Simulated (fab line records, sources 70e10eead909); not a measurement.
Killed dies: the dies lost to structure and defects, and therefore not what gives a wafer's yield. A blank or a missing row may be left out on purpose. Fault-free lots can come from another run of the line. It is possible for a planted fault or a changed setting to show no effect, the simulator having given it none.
Chamber matching ; flow nand harc ; NHARC_P_STI_ETCH_42 on rie diel-01: 4 sister chambers
The step etches the open film in N2/H2, target depth 80 nm, overetch 24 nm, time 61 s. 4 wafers are shown with their chamber, then 6 later ones without.

## WAFERS WITH THEIR CHAMBER
wafer;chamber;drypump motor current A (A)
L647.2;1;5.6
L651.5;0;4.9
L653.6;2;6.2
L654.6;3;5.5

## WAFERS WITHOUT THEIR CHAMBER
wafer;drypump motor current A (A)
L664.1;6.2
L664.3;5.5
L664.4;5.6
L668.2;5.5
L668.3;5.6
L668.4;4.8

## THE CHAMBER EACH PASSED THROUGH
wafer;from the rows above;in truth
L664.1;2;2
L664.3;3;3
L664.4;1;1
L668.2;3;3
L668.3;1;1
L668.4;0;0
6 of 6 placed correctly. Not placeable from these rows: 0. Placed wrongly: 0.
How it was worked out, from the rows above alone: a wafer's distance from a chamber is the root of the sum, over the readings, of the square of ((its reading less the chamber's mean) divided by the reading's scatter). The wafer belongs to the nearest chamber; if the next one is less than 2 further off, it can't be placed. Each chamber's mean is taken over the wafers shown for it. The scatter (one wafer shown for each chamber): square how far every hidden wafer sits from the nearest shown wafer, average those squares and take the square root.
